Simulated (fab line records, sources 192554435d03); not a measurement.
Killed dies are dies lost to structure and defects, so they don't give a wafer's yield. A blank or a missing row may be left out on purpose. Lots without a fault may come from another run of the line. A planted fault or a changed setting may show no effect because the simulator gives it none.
One fault seen from 2 desks | flow n5_finfet | each desk has only its own numbers; what lay behind them comes last

THE METROLOGY DESK
What the gauges read, lot by lot, whatever tool the lot ran on: means of the sampled wafers that have a number. A lot is out of limits, marked OUT, if its mean lies more than 4 standard deviations from the usual mean; the brackets give that distance. Of its 11 readings 7 are shown: those that lie furthest out on some lot.
Columns: A = DIBL_N at N5_BEOL_M4_RC_MEAS_101, usual 36.3 mV/V; B = DIBL_P at N5_BEOL_M4_RC_MEAS_101, usual 36.2 mV/V; C = IOFF_N at N5_BEOL_M4_RC_MEAS_101, usual 0.160 nA/um; D = IOFF_P at N5_BEOL_M4_RC_MEAS_101, usual 0.21 nA/um; E = ION_P at N5_BEOL_M4_RC_MEAS_101, usual 465 uA/um; F = SS_N at N5_BEOL_M4_RC_MEAS_101, usual 71.5 mV/dec; G = SS_P at N5_BEOL_M4_RC_MEAS_101, usual 73.3 mV/dec
lot  | first seen here | A    | B    | C     | D    | E   | F    | G
L480 | day 4 12:35     | 36.0 | 35.6 | 0.157 | 0.21 | 466 | 70.7 | 72.6
L483 | day 5 04:14     | 34.1 | 34.1 | 0.130 | 0.16 | 461 | 70.8 | 72.8
L484 | day 5 10:56     | 38.9 | 38.1 | 0.176 | 0.25 | 473 | 71.9 | 73.8
L486 | day 5 20:50     | 36.4 | 38.6 | 0.190 | 0.24 | 468 | 71.4 | 73.7
L488 | day 6 07:35     | 37.8 | 38.7 | 0.185 | 0.28 | 474 | 71.5 | 73.5
L490 | day 6 22:28     | 37.5 | 38.5 | 0.188 | 0.23 | 462 | 71.7 | 74.4
L497 | day 8 14:18     | 35.5 | 36.1 | 0.138 | 0.18 | 460 | 71.3 | 73.2
L499 | day 9 02:05     | 32.8 | 30.9 | 0.112 | 0.15 | 458 | 70.5 | 72.6
L500 | day 9 10:26     | 34.4 | 34.6 | 0.132 | 0.19 | 462 | 71.0 | 73.0
L501 | day 9 16:37     | 36.1 | 34.9 | 0.161 | 0.21 | 464 | 71.2 | 73.5
L502 | day 9 23:14     | 36.0 | 35.8 | 0.146 | 0.17 | 454 | 71.7 | 73.5
This desk's finding: nothing out of limits on any of the 11 lots.

THE TOOL OWNER'S DESK: ald_metal-01
The tool's own readings at N5_HKMG_FIN_ALD_36 (deposits TiN, target thk 1 nm, pulse time 1 s, purge time 3 s): means of the sampled wafers that have a number, for each lot that ran on this tool. A lot is out of limits, marked OUT, if its mean lies more than 4 standard deviations from the usual mean; the brackets give that distance.
Columns: A = heater_power_w at N5_HKMG_FIN_ALD_36, usual 864 W; B = precursor_pulse_height_rel at N5_HKMG_FIN_ALD_36, usual 0.999
lot  | first seen here | A   | B
L480 | day 4 11:24     | 812 | 1.005
L486 | day 5 19:46     | 838 | 0.988
L488 | day 6 06:23     | 813 | 0.992
L490 | day 6 21:17     | 821 | 0.984
This desk's finding: nothing out of limits on any of the 4 lots.

PUT TOGETHER
The metrology desk saw nothing out of limits.
The tool owner's desk saw nothing out of limits.

WHAT THE SIMULATOR HAD PUT IN
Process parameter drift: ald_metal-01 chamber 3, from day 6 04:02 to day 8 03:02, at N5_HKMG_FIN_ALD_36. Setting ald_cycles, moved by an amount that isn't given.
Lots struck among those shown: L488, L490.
